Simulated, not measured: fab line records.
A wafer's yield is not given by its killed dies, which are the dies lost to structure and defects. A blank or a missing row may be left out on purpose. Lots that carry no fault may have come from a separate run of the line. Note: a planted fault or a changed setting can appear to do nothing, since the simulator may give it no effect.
fab line records	flow nand-harc
record lots=24	wafers=72	last-day=33
route steps=1302 shown A_CONTACT@1086 A_BLC@1119 A_M0@1159
lots with no fault: from the same line, run without faults
start-h: start of the lot's first displayed wafer, in hours after the record's first day	wait-h: how many hours have passed since the lot's step before this one	" same as the row above	L1.1+2: one row covering several wafers at once	- either no value or no given start	* or withheld: withheld	< > ~ a bound
route shown NAME@n: a module of which the file shows steps, and the number in the route of the first	usual: mean/standard deviation of fault-free wafers	same: alike in all rows	chamber/n: place in a boat	sites: each site's reading	_std_site: the standard deviation of these	_edge_site: mean of outer sites minus mean of inner sites	radius-mm: how far each site lies from the wafer's centre	mask NAME#n: copy n	behind: tool/chamber where the wafer was last shaped	hold: reason for holding the lot/hours on hold/outcome of the hold	device: whichever transistor did not switch (one of n, p or np)	end of line: the tests these same wafers got at the end of their route	step lacking rows: just its recipe	killed: not the wafer's yield, but the dies lost to structure and defects at the first sort	map: shows each die of a wafer: x if killed, . if not, _ if none is there
set.NAME: the setting that was run; set.NAME@STEP: the one run at that earlier step	model.NAME: the simulator's own value behind a step, which no gauge read
route steps across a sampled set of lots; one table per step, one row per wafer
services: from which hour (start-h, from the record's first day; less than 0 if before it) a tool's chamber was out of use, for how many hours, and why
## steps
# step NHARC_A_CONTACT_ETCH_134
# recipe source-w=withheld	pressure-mtorr=20	bias-v=withheld	time-s=140	target-depth-a=7000	ar-flow-sccm=withheld	c4f8-flow-sccm=withheld	o2-flow-sccm=withheld	chemistry=C4F8/O2/Ar
lot.wafer	tool	chamber	start-h	wait-h	rf-hours-counter-h
L074.1	har-cap-etch-02	0	512.67	-	85
L074.3	"	1	"	"	-
L074.6	"	0	"	"	-
L075.2	har-cap-etch-03	0	527.95	-	46
L075.4	"	0	"	"	-
L075.3	"	1	"	"	-
L078.2	har-cap-etch-02	1	531.02	-	88
L078.3	"	1	"	"	-
L078.5	"	1	"	"	-
L077.1	har-cap-etch-03	1	534.07	-	47
L077.4	"	0	"	"	-
L077.5	"	0	"	"	-
L079.2	har-cap-etch-01	0	549.45	-	8
L079.3	"	1	"	"	-
L079.5	"	1	"	"	-
L076.2	har-cap-etch-02	0	556.04	-	94
L076.1	"	1	"	"	94
L076.3	"	1	"	"	-
L080.1	har-cap-etch-01	0	563.31	-	9
L080.2	"	1	"	"	9
L080.5	"	1	"	"	-
L082.1	har-cap-etch-02	0	586.57	-	97
L082.4	"	0	"	"	-
L082.6	"	0	"	"	-
L081.1	har-cap-etch-01	1	587.67	-	13
L081.2	"	0	"	"	13
L081.5	"	0	"	"	-
L083.2	har-cap-etch-03	0	609.85	-	61
L083.3	"	1	"	"	-
L083.6	"	0	"	"	-
L084.1	har-cap-etch-01	1	620.53	-	18
L084.4	"	0	"	"	-
L084.5	"	0	"	"	-
L085.2	har-cap-etch-02	0	622.29	-	105
L085.5	"	1	"	"	-
L085.6	"	0	"	"	-
L086.2	har-cap-etch-03	0	638.25	-	64
L086.4	"	1	"	"	-
L086.5	"	1	"	"	-
L087.2	har-cap-etch-02	0	640.93	-	108
L087.4	"	0	"	"	-
L087.3	"	1	"	"	-
L089.1	har-cap-etch-03	1	659.75	-	68
L089.4	"	0	"	"	-
L089.3	"	1	"	"	-
L088.3	har-cap-etch-02	0	662.48	-	-
L088.4	"	1	"	"	-
L088.6	"	1	"	"	-
L091.1	har-cap-etch-02	0	694.23	-	117
L091.3	"	1	"	"	-
L091.4	"	0	"	"	-
L090.4	har-cap-etch-01	0	694.83	-	-
L090.5	"	0	"	"	-
L090.6	"	1	"	"	-
L092.2	har-cap-etch-01	0	702.13	-	33
L092.4	"	0	"	"	-
L092.6	"	1	"	"	-
L095.1	har-cap-etch-01	0	709.19	-	34
L095.4	"	1	"	"	-
L095.5	"	1	"	"	-
L094.2	har-cap-etch-03	1	711.10	-	79
L094.5	"	0	"	"	-
L094.6	"	1	"	"	-
L096.1	har-cap-etch-02	0	724.37	-	124
L096.5	"	1	"	"	-
L096.6	"	0	"	"	-
L093.1	har-cap-etch-01	1	726.07	-	37
L093.5	"	1	"	"	-
L093.6	"	0	"	"	-
L097.1	har-cap-etch-02	0	738.92	-	126
L097.2	"	1	"	"	126
L097.6	"	1	"	"	-
# step NHARC_A_BLC_INSPECT_12
# usual raw-defect-count=81/31
lot.wafer	tool	chamber	start-h	wait-h	raw-defect-count
L074.1	defect-inspect-01	-	517.81	0.0	96
L074.3	"	-	"	"	90
L074.6	"	-	"	"	81
L075.2	defect-inspect-01	-	533.69	0.0	105
L075.3	"	-	"	"	109
L075.4	"	-	"	"	105
L078.2	defect-inspect-02	-	536.20	0.0	94
L078.3	"	-	"	"	91
L078.5	"	-	"	"	81
L077.1	defect-inspect-02	-	539.96	0.0	74
L077.4	"	-	"	"	67
L077.5	"	-	"	"	76
L079.2	defect-inspect-02	-	555.11	0.0	161
L079.3	"	-	"	"	146
L079.5	"	-	"	"	143
L076.1	defect-inspect-02	-	561.16	0.0	76
L076.2	"	-	"	"	71
L076.3	"	-	"	"	77
L080.1	defect-inspect-01	-	568.49	0.0	21
L080.2	"	-	"	"	15
L080.5	"	-	"	"	17
L082.1	defect-inspect-02	-	591.54	0.0	72
L082.4	"	-	"	"	77
L082.6	"	-	"	"	71
L081.1	defect-inspect-02	-	593.21	0.0	109
L081.2	"	-	"	"	119
L081.5	"	-	"	"	103
L083.2	defect-inspect-01	-	614.90	0.0	32
L083.3	"	-	"	"	28
L083.6	"	-	"	"	34
L084.1	defect-inspect-02	-	625.66	0.0	75
L084.4	"	-	"	"	65
L084.5	"	-	"	"	70
L085.2	defect-inspect-01	-	627.46	0.0	84
L085.5	"	-	"	"	85
L085.6	"	-	"	"	91
L086.2	defect-inspect-02	-	643.24	0.0	114
L086.4	"	-	"	"	143
L086.5	"	-	"	"	159
L087.2	defect-inspect-01	-	646.10	0.0	52
L087.3	"	-	"	"	54
L087.4	"	-	"	"	58
L089.1	defect-inspect-01	-	664.88	0.0	127
L089.3	"	-	"	"	98
L089.4	"	-	"	"	98
L088.3	defect-inspect-02	-	667.53	0.0	66
L088.4	"	-	"	"	64
L088.6	"	-	"	"	75
L091.1	defect-inspect-01	-	699.74	0.0	76
L091.3	"	-	"	"	74
L091.4	"	-	"	"	64
L090.4	defect-inspect-02	-	700.17	0.0	51
L090.5	"	-	"	"	61
L090.6	"	-	"	"	51
L092.2	defect-inspect-02	-	707.74	0.0	106
L092.4	"	-	"	"	103
L092.6	"	-	"	"	85
L095.1	defect-inspect-02	-	714.51	0.0	68
L095.4	"	-	"	"	74
L095.5	"	-	"	"	65
L094.2	defect-inspect-02	-	716.39	0.0	112
L094.5	"	-	"	"	108
L094.6	"	-	"	"	108
L096.1	defect-inspect-02	-	729.48	0.0	83
L096.5	"	-	"	"	93
L096.6	"	-	"	"	85
L093.1	defect-inspect-02	-	731.09	0.0	51
L093.5	"	-	"	"	60
L093.6	"	-	"	"	48
L097.1	defect-inspect-02	-	744.25	0.0	64
L097.2	"	-	"	"	76
L097.6	"	-	"	"	68
# step NHARC_A_BLC_ETCH_16
# recipe target-depth-a=390	over-etch-frac=0.3	time-s=65	ion-energy-ev=80	cf4-flow-sccm=150	ar-flow-sccm=0	rf-w=300	bias-w=100	chemistry=CF4
# usual drypump-motor-current-A=5.6/0.44	oes-product-au=0.999/0.0074	rf-vpp-V=151.2/1.2	showerhead-plenum-p-Torr=1.77/0.069	throttle-valve-pct=13.285/0.0094
lot.wafer	tool	chamber	start-h	wait-h	drypump-motor-current-A	oes-product-au	rf-hours-counter-h	rf-vpp-V	showerhead-plenum-p-Torr	throttle-valve-pct
L074.1	rie-diel-11	2	517.96	0.1	6.6	1.002	6	149.8	1.65	13.289
L074.3	"	1	"	"	5.7	0.994	5	150.0	1.77	13.282
L074.6	"	3	"	"	5.3	0.997	-	152.9	1.86	13.304
L075.4	rie-diel-11	3	533.83	0.1	5.3	0.998	7	151.9	1.86	13.291
L075.3	"	0	"	"	5.7	1.015	7	151.0	1.72	13.289
L075.2	"	1	"	"	5.6	0.992	6	151.4	1.77	13.283
L078.2	rie-diel-11	2	536.37	0.1	6.6	0.998	7	149.4	1.65	13.287
L078.3	"	3	"	"	5.3	0.999	7	152.3	1.86	13.283
L078.5	"	3	"	"	5.2	1.000	-	152.6	1.86	13.271
L077.4	rie-diel-06	2	540.12	0.1	5.0	0.997	4	152.1	1.86	13.281
L077.1	"	3	"	"	5.8	0.996	3	151.0	1.71	13.286
L077.5	"	1	"	"	5.6	0.989	-	150.8	1.81	13.302
L079.3	rie-diel-06	0	555.27	0.1	5.3	1.007	5	149.9	1.77	13.283
L079.2	"	1	"	"	5.6	0.995	5	151.1	1.81	13.268
L079.5	"	3	"	"	5.8	1.000	-	150.1	1.71	13.290
L076.2	rie-diel-06	0	561.31	0.1	5.3	0.999	6	150.6	1.77	13.275
L076.1	"	1	"	"	5.6	1.004	6	152.3	1.81	13.290
L076.3	"	2	"	"	5.0	0.999	6	154.2	1.86	13.296
L080.1	rie-diel-11	3	568.64	0.1	5.2	1.014	9	152.5	1.86	13.272
L080.2	"	0	"	"	5.7	1.013	9	151.7	1.72	13.301
L080.5	"	3	"	"	5.3	0.998	-	152.9	1.86	13.304
L082.4	rie-diel-06	0	591.69	0.1	5.3	0.990	8	152.1	1.77	13.270
L082.1	"	1	"	"	5.6	1.008	8	150.4	1.81	13.276
L082.6	"	3	"	"	5.7	1.020	-	150.5	1.71	13.281
L081.2	rie-diel-06	0	593.35	0.1	5.3	0.985	8	151.6	1.77	13.274
L081.1	"	2	"	"	5.0	0.995	9	152.5	1.86	13.285
L081.5	"	0	"	"	5.3	1.005	-	151.5	1.77	13.279
L083.2	rie-diel-06	1	615.04	0.1	5.6	1.004	10	152.4	1.81	13.287
L083.3	"	2	"	"	5.0	1.004	10	153.6	1.86	13.272
L083.6	"	2	"	"	5.0	0.991	-	152.1	1.86	13.288
L084.4	rie-diel-11	1	625.81	0.1	5.7	1.007	1	151.5	1.77	13.275
L084.1	"	2	"	"	6.6	0.987	1	149.3	1.65	13.282
L084.5	"	2	"	"	6.5	1.010	-	149.5	1.65	13.282
L085.2	rie-diel-11	1	627.61	0.1	5.7	1.003	1	151.5	1.77	13.278
L085.5	"	0	"	"	5.7	0.999	-	148.8	1.72	13.286
L085.6	"	1	"	"	5.7	1.002	-	151.0	1.77	13.274
L086.4	rie-diel-06	3	643.39	0.1	5.8	0.991	14	148.7	1.71	13.294
L086.2	"	1	"	"	5.6	1.001	13	151.4	1.81	13.292
L086.5	"	0	"	"	5.3	1.002	-	152.8	1.77	13.278
L087.4	rie-diel-11	0	646.24	0.1	5.7	0.990	2	150.3	1.72	13.279
L087.3	"	1	"	"	5.7	0.985	2	151.6	1.77	13.291
L087.2	"	2	"	"	6.5	0.994	2	149.4	1.65	13.293
L089.4	rie-diel-11	2	665.03	0.1	6.6	0.985	3	150.7	1.65	13.299
L089.3	"	3	"	"	5.3	0.988	4	152.4	1.85	13.281
L089.1	"	0	"	"	5.7	0.994	4	150.4	1.72	13.281
L088.3	rie-diel-11	1	667.68	0.1	5.7	1.001	4	151.6	1.77	13.285
L088.4	"	0	"	"	5.7	1.002	5	151.1	1.72	13.281
L088.6	"	2	"	"	6.6	0.995	-	149.4	1.64	13.285
L091.1	rie-diel-09	3	699.94	0.1	6.5	1.004	4	151.9	1.81	13.288
L091.3	"	0	"	"	5.2	1.010	3	149.0	1.73	13.290
L091.4	"	2	"	"	5.7	0.996	7	153.2	1.77	13.288
L090.4	rie-diel-11	2	700.34	0.1	6.6	0.999	6	149.7	1.64	13.285
L090.6	"	3	"	"	5.3	0.984	-	152.4	1.85	13.287
L090.5	"	0	"	"	5.7	1.000	-	150.1	1.72	13.292
L092.4	rie-diel-06	1	707.89	0.1	5.6	0.992	3	153.6	1.80	13.295
L092.2	"	3	"	"	5.7	0.999	2	150.7	1.71	13.291
L092.6	"	1	"	"	5.6	0.992	-	152.5	1.80	13.291
L095.1	rie-diel-06	3	714.66	0.1	5.7	0.989	3	149.7	1.71	13.279
L095.4	"	1	"	"	5.6	0.994	4	153.0	1.80	13.290
L095.5	"	0	"	"	5.3	1.016	-	149.7	1.77	13.286
L094.2	rie-diel-06	1	716.56	0.1	5.6	1.006	4	150.4	1.80	13.262
L094.5	"	2	"	"	5.1	0.991	-	151.0	1.86	13.280
L094.6	"	3	"	"	5.7	0.997	-	150.2	1.71	13.277
L096.1	rie-diel-06	3	729.64	0.1	5.8	0.993	5	147.7	1.71	13.289
L096.5	"	1	"	"	5.6	0.998	-	151.7	1.80	13.278
L096.6	"	2	"	"	5.0	0.998	-	151.6	1.86	13.273
L093.1	rie-diel-09	3	731.25	0.1	6.5	1.004	11	152.0	1.81	13.280
L093.5	"	0	"	"	5.2	1.015	-	152.0	1.73	13.280
L093.6	"	1	"	"	5.5	1.012	-	153.4	1.89	13.278
L097.2	rie-diel-11	0	744.39	0.1	5.7	1.002	9	151.3	1.72	13.297
L097.1	"	3	"	"	5.3	1.000	9	152.6	1.85	13.280
L097.6	"	1	"	"	5.7	0.991	-	151.9	1.77	13.291
# step NHARC_A_BLC_STRIP_21
# recipe o2-flow-sccm=500	ar-flow-sccm=0	bias-w=0	chemistry=O2
# usual drypump-motor-current-A=5.7/0.44	oes-product-au=1.000/0.0084	rf-vpp-V=57.9/0.89	showerhead-plenum-p-Torr=3.55/0.14	throttle-valve-pct=17.035/0.0087
lot.wafer	tool	chamber	start-h	wait-h	drypump-motor-current-A	oes-product-au	rf-hours-counter-h	rf-vpp-V	showerhead-plenum-p-Torr	throttle-valve-pct
L074.3	rie-diel-06	1	519.02	0.1	5.6	1.001	2	57.9	3.61	17.038
L074.1	"	2	"	"	5.0	0.996	3	59.0	3.72	17.035
L074.6	"	2	"	"	5.0	0.995	-	59.6	3.72	17.036
L075.4	rie-diel-06	1	534.89	0.1	5.6	1.003	4	59.0	3.61	17.024
L075.3	"	2	"	"	5.0	0.995	3	58.0	3.72	17.051
L075.2	"	3	"	"	5.8	0.992	3	57.8	3.42	17.030
L078.2	rie-diel-06	1	537.59	0.1	5.6	0.990	4	56.0	3.61	17.027
L078.3	"	2	"	"	5.0	0.986	4	57.0	3.72	17.024
L078.5	"	2	"	"	5.0	0.986	-	59.7	3.72	17.026
L077.1	rie-diel-11	0	541.20	0.1	5.7	1.016	8	57.6	3.44	17.028
L077.5	"	2	"	"	6.6	0.999	-	56.6	3.28	17.050
L077.4	"	3	"	"	5.3	0.996	-	57.6	3.71	17.022
L079.3	rie-diel-06	2	556.32	0.1	5.0	0.988	5	58.3	3.71	17.031
L079.2	"	0	"	"	5.3	0.993	5	57.9	3.53	17.034
L079.5	"	2	"	"	5.0	0.995	-	58.1	3.71	17.034
L076.3	rie-diel-11	0	562.38	0.1	5.7	1.007	9	58.7	3.44	17.009
L076.2	"	1	"	"	5.7	0.996	7	57.6	3.53	17.026
L076.1	"	2	"	"	6.6	1.002	9	58.1	3.28	17.030
L080.2	rie-diel-09	1	569.70	0.1	5.5	1.019	19	57.5	3.80	17.032
L080.1	"	2	"	"	5.7	1.007	16	58.1	3.56	17.028
L080.5	"	2	"	"	5.7	0.999	-	57.7	3.56	17.023
L082.4	rie-diel-11	1	592.75	0.1	5.7	0.989	8	56.2	3.53	17.047
L082.1	"	2	"	"	6.6	1.001	11	57.7	3.28	17.033
L082.6	"	0	"	"	5.7	1.008	-	57.4	3.44	17.042
L081.2	rie-diel-11	0	594.44	0.1	5.7	1.013	11	57.6	3.44	17.024
L081.1	"	2	"	"	6.6	1.007	11	57.9	3.28	17.029
L081.5	"	0	"	"	5.7	1.013	-	57.6	3.44	17.033
L083.2	rie-diel-09	2	616.45	0.1	5.7	0.994	34	58.0	3.55	17.024
L083.3	"	0	"	"	5.2	1.004	33	56.8	3.47	17.023
L083.6	"	1	"	"	5.5	1.014	-	58.2	3.79	17.034
L084.4	rie-diel-09	2	626.87	0.1	5.7	1.004	37	58.4	3.54	17.044
L084.1	"	3	"	"	6.5	1.021	36	59.3	3.62	17.052
L084.5	"	2	"	"	5.7	1.005	-	57.1	3.54	17.034
L085.2	rie-diel-06	1	628.67	0.1	5.6	1.006	11	58.1	3.60	17.043
L085.6	"	0	"	"	5.3	1.004	-	58.3	3.53	17.018
L085.5	"	1	"	"	5.6	1.003	-	58.9	3.60	17.032
L086.2	rie-diel-11	3	644.45	0.1	5.3	0.989	2	59.0	3.70	17.030
L086.4	"	0	"	"	5.7	0.992	2	58.8	3.43	17.029
L086.5	"	0	"	"	5.7	0.993	-	57.1	3.44	17.032
L087.2	rie-diel-06	0	647.30	0.1	5.3	0.991	14	60.4	3.53	17.022
L087.4	"	1	"	"	5.6	0.993	13	57.7	3.60	17.049
L087.3	"	3	"	"	5.8	0.999	15	58.4	3.41	17.034
L089.4	rie-diel-11	0	666.08	0.1	5.7	1.003	5	57.2	3.43	17.019
L089.1	"	2	"	"	6.6	0.998	4	56.8	3.28	17.036
L089.3	"	3	"	"	5.3	0.990	4	56.9	3.70	17.043
L088.3	rie-diel-09	0	668.75	0.1	5.2	0.989	47	58.0	3.46	17.042
L088.4	"	2	"	"	5.8	0.999	45	58.3	3.54	17.042
L088.6	"	3	"	"	6.5	1.002	-	58.3	3.61	17.040
L091.4	rie-diel-09	1	701.01	0.1	5.5	0.993	7	58.0	3.78	17.028
L091.1	"	2	"	"	5.7	1.007	8	57.7	3.54	17.025
L091.3	"	0	"	"	5.2	1.008	3	56.6	3.46	17.045
L090.4	rie-diel-06	0	701.41	0.1	5.3	0.993	2	57.2	3.53	17.037
L090.6	"	1	"	"	5.6	1.002	-	57.9	3.60	17.037
L090.5	"	2	"	"	5.1	0.990	-	58.0	3.71	17.036
L092.2	rie-diel-11	2	708.98	0.1	6.6	0.998	7	58.0	3.28	17.050
L092.4	"	2	"	"	6.6	0.985	-	56.6	3.28	17.026
L092.6	"	3	"	"	5.3	0.982	-	58.1	3.70	17.034
L095.4	rie-diel-06	3	715.72	0.1	5.8	0.997	4	57.0	3.41	17.039
L095.1	"	2	"	"	5.0	1.011	3	59.1	3.71	17.036
L095.5	"	3	"	"	5.7	0.993	-	57.6	3.41	17.058
L094.2	rie-diel-11	2	717.65	0.1	6.6	0.998	7	57.0	3.28	17.041
L094.6	"	3	"	"	5.3	0.999	-	57.6	3.70	17.035
L094.5	"	2	"	"	6.6	0.994	-	56.8	3.28	17.031
L096.1	rie-diel-06	1	730.71	0.1	5.6	0.997	5	58.4	3.60	17.044
L096.6	"	2	"	"	5.0	1.003	-	58.4	3.71	17.027
L096.5	"	3	"	"	5.8	0.991	-	57.8	3.41	17.036
L093.1	rie-diel-11	3	732.33	0.1	5.3	0.993	8	57.3	3.70	17.046
L093.5	"	0	"	"	5.7	1.006	-	58.0	3.43	17.034
L093.6	"	1	"	"	5.7	0.996	-	58.2	3.53	17.042
L097.2	rie-diel-09	2	745.48	0.1	5.8	0.996	25	58.9	3.53	17.028
L097.1	"	3	"	"	6.5	1.004	16	59.0	3.60	17.030
L097.6	"	1	"	"	5.5	1.012	-	58.5	3.77	17.019
# step NHARC_A_M0_PVD_21
# recipe target-thk-a=300	chamber-pressure-pa=5	power-w=5000	substrate-temp-c=30	time-s=20.49	material=Cu
# usual chamber-pressure-pa=5.000/0.011	substrate-temp-c=29.98/0.11	throttle-valve-pct=30.2/0.71
lot.wafer	tool	chamber	start-h	wait-h	chamber-pressure-pa	substrate-temp-c	throttle-valve-pct
L074.3	pvd-sputter-01	-	-	-	5.015	29.95	28.9
L074.1	"	-	"	"	5.021	30.11	31.2
L074.6	"	-	"	"	5.005	29.91	28.9
L075.2	pvd-sputter-03	-	-	-	5.002	30.05	30.2
L075.4	"	-	"	"	4.989	29.95	29.9
L075.3	"	-	"	"	4.999	29.80	31.0
L078.3	pvd-sputter-03	-	-	-	4.997	29.96	30.1
L078.2	"	-	"	"	4.999	30.02	30.4
L078.5	"	-	"	"	5.007	29.97	31.3
L077.4	pvd-sputter-01	-	-	-	5.001	29.88	31.3
L077.1	"	-	"	"	5.007	30.04	31.6
L077.5	"	-	"	"	5.008	30.04	30.7
L079.3	pvd-sputter-03	-	-	-	4.996	30.05	30.4
L079.2	"	-	"	"	4.989	29.96	30.0
L079.5	"	-	"	"	5.010	29.83	30.5
L076.2	pvd-sputter-02	-	-	-	4.999	30.01	29.9
L076.1	"	-	"	"	4.993	29.91	29.2
L076.3	"	-	"	"	5.010	30.07	29.4
L080.1	pvd-sputter-03	-	-	-	5.013	30.09	31.0
L080.2	"	-	"	"	5.014	29.91	30.5
L080.5	"	-	"	"	5.000	30.05	29.9
L082.4	pvd-sputter-02	-	-	-	4.997	29.98	30.2
L082.1	"	-	"	"	5.008	29.88	29.4
L082.6	"	-	"	"	4.982	29.89	30.7
L081.1	pvd-sputter-03	-	-	-	4.992	30.11	30.2
L081.2	"	-	"	"	4.987	29.87	30.9
L081.5	"	-	"	"	5.007	30.08	29.8
L083.2	pvd-sputter-01	-	-	-	5.015	29.94	31.0
L083.3	"	-	"	"	5.007	29.87	28.6
L083.6	"	-	"	"	5.006	29.96	31.2
L084.1	pvd-sputter-03	-	-	-	5.010	30.06	30.5
L084.4	"	-	"	"	4.996	29.86	29.9
L084.5	"	-	"	"	4.990	29.75	29.8
L085.2	pvd-sputter-01	-	-	-	4.981	30.11	30.6
L085.6	"	-	"	"	4.994	30.10	28.9
L085.5	"	-	"	"	4.996	29.89	31.4
L086.2	pvd-sputter-01	-	-	-	5.000	29.99	30.3
L086.4	"	-	"	"	5.000	29.70	31.4
L086.5	"	-	"	"	5.000	29.90	30.6
L087.4	pvd-sputter-01	-	-	-	4.990	30.09	31.5
L087.3	"	-	"	"	5.008	29.96	30.6
L087.2	"	-	"	"	5.001	30.06	28.8
L089.3	pvd-sputter-02	-	-	-	5.009	29.80	29.3
L089.1	"	-	"	"	4.989	29.90	29.5
L089.4	"	-	"	"	4.998	30.01	30.1
L088.3	pvd-sputter-03	-	-	-	4.999	29.89	30.9
L088.4	"	-	"	"	4.979	29.87	30.6
L088.6	"	-	"	"	5.019	29.86	30.1
L091.1	pvd-sputter-03	-	-	-	4.966	30.19	30.2
L091.4	"	-	"	"	5.015	29.93	30.5
L091.3	"	-	"	"	4.994	30.15	30.8
L090.4	pvd-sputter-01	-	-	-	4.982	29.99	30.9
L090.5	"	-	"	"	5.002	29.87	31.2
L090.6	"	-	"	"	4.994	30.00	30.8
L092.4	pvd-sputter-02	-	-	-	5.013	29.90	29.3
L092.2	"	-	"	"	4.992	29.96	30.1
L092.6	"	-	"	"	5.011	30.09	29.5
L095.4	pvd-sputter-02	-	-	-	4.997	30.00	29.7
L095.1	"	-	"	"	5.021	30.06	29.9
L095.5	"	-	"	"	4.995	29.98	30.0
L094.2	pvd-sputter-02	-	-	-	4.994	30.02	29.7
L094.5	"	-	"	"	5.012	30.02	29.4
L094.6	"	-	"	"	4.993	30.14	29.7
L096.1	pvd-sputter-02	-	-	-	4.981	29.95	29.7
L096.6	"	-	"	"	4.981	29.95	29.7
L096.5	"	-	"	"	4.999	29.84	30.1
L093.1	pvd-sputter-03	-	-	-	5.012	29.86	30.8
L093.6	"	-	"	"	5.009	29.88	30.2
L093.5	"	-	"	"	4.989	29.98	30.9
L097.2	pvd-sputter-02	-	-	-	5.004	30.26	30.2
L097.1	"	-	"	"	4.991	30.08	30.0
L097.6	"	-	"	"	5.018	29.99	29.6
# step NHARC_A_M0_ANNEAL_30
# recipe temp-c=225	time-s=90
# usual wafer_temp_C_max=226.02/0.22
lot.wafer	tool	chamber	start-h	wait-h	wafer_temp_C_max
L074.1	rtp-anneal-01	0	523.44	0.3	226.32
L074.3	"	0	"	"	225.77
L074.6	"	0	"	"	225.99
L075.2	rtp-anneal-02	0	539.53	0.4	226.20
L075.3	"	0	"	"	225.71
L075.4	"	0	"	"	225.82
L078.2	rtp-anneal-01	0	542.05	0.4	225.69
L078.3	"	0	"	"	225.92
L078.5	"	0	"	"	226.07
L077.1	rtp-anneal-02	0	545.64	-	225.91
L077.4	"	0	"	"	226.41
L077.5	"	0	"	"	225.67
L079.2	rtp-anneal-02	0	560.84	0.3	226.12
L079.3	"	0	"	"	225.98
L079.5	"	0	"	"	226.21
L076.1	rtp-anneal-02	0	567.01	-	225.94
L076.2	"	0	"	"	226.23
L076.3	"	0	"	"	225.98
L080.1	rtp-anneal-02	0	574.25	0.3	225.66
L080.2	"	0	"	"	226.20
L080.5	"	0	"	"	226.08
L082.1	rtp-anneal-02	0	597.58	-	226.34
L082.4	"	0	"	"	226.15
L082.6	"	0	"	"	225.69
L081.1	rtp-anneal-01	0	599.07	-	225.93
L081.2	"	0	"	"	225.91
L081.5	"	0	"	"	225.86
L083.2	rtp-anneal-02	0	620.95	-	225.86
L083.3	"	0	"	"	226.60
L083.6	"	0	"	"	226.29
L084.1	rtp-anneal-01	0	631.57	0.4	226.06
L084.4	"	0	"	"	226.35
L084.5	"	0	"	"	225.78
L085.2	rtp-anneal-02	0	633.55	-	226.19
L085.5	"	0	"	"	225.79
L085.6	"	0	"	"	225.79
L086.2	rtp-anneal-01	0	649.12	0.4	225.93
L086.4	"	0	"	"	226.32
L086.5	"	0	"	"	225.75
L087.2	rtp-anneal-01	0	652.05	-	225.95
L087.3	"	0	"	"	225.97
L087.4	"	0	"	"	225.77
L089.1	rtp-anneal-01	0	670.65	-	226.06
L089.3	"	0	"	"	226.15
L089.4	"	0	"	"	226.01
L088.3	rtp-anneal-02	0	673.40	0.3	225.87
L088.4	"	0	"	"	225.81
L088.6	"	0	"	"	226.22
L091.1	rtp-anneal-01	0	705.65	0.3	226.11
L091.3	"	0	"	"	225.90
L091.4	"	0	"	"	225.90
L090.4	rtp-anneal-02	0	706.28	-	226.07
L090.5	"	0	"	"	226.02
L090.6	"	0	"	"	225.96
L092.2	rtp-anneal-01	0	713.45	0.3	225.97
L092.4	"	0	"	"	225.64
L092.6	"	0	"	"	226.27
L095.1	rtp-anneal-02	0	720.28	-	225.64
L095.4	"	0	"	"	225.75
L095.5	"	0	"	"	225.90
L094.2	rtp-anneal-01	0	722.13	0.3	225.91
L094.5	"	0	"	"	226.04
L094.6	"	0	"	"	226.23
L096.1	rtp-anneal-02	0	735.17	0.3	225.91
L096.5	"	0	"	"	226.03
L096.6	"	0	"	"	225.63
L093.1	rtp-anneal-02	0	736.75	0.3	225.91
L093.5	"	0	"	"	226.35
L093.6	"	0	"	"	226.17
L097.1	rtp-anneal-01	0	750.04	0.3	226.15
L097.2	"	0	"	"	226.32
L097.6	"	0	"	"	226.03
## services
tool	chamber	start-h	hours	kind
rie-diel-11	1	489.39	3.7	repair
har-cap-etch-01	-	497.00	17.0	pm
rie-diel-09	-	497.46	9.0	pm
pvd-sputter-03	-	509.83	10.9	repair
pvd-sputter-02	-	520.80	1.1	repair
rie-diel-11	1	535.49	10.5	repair
pvd-sputter-03	-	562.35	10.0	pm
rie-diel-09	-	572.15	0.2	repair
rie-diel-09	1	573.14	4.5	repair
rie-diel-11	1	593.45	16.5	repair
rie-diel-11	-	609.50	9.0	pm
pvd-sputter-02	-	642.37	10.0	pm
rie-diel-06	2	659.73	17.2	repair
rie-diel-06	-	661.29	9.0	pm
har-cap-etch-02	-	669.27	0.5	repair
rie-diel-09	-	674.46	9.0	pm
rie-diel-09	0	692.76	4.9	repair
rie-diel-09	3	693.63	5.5	repair
rie-diel-11	0	706.29	13.6	repair
rie-diel-09	3	707.39	5.8	repair
pvd-sputter-02	-	725.52	2.6	repair
pvd-sputter-03	-	740.35	10.0	pm
rtp-anneal-02	-	744.00	12.0	pm
rie-diel-09	0	744.39	13.0	repair
## key
fault none
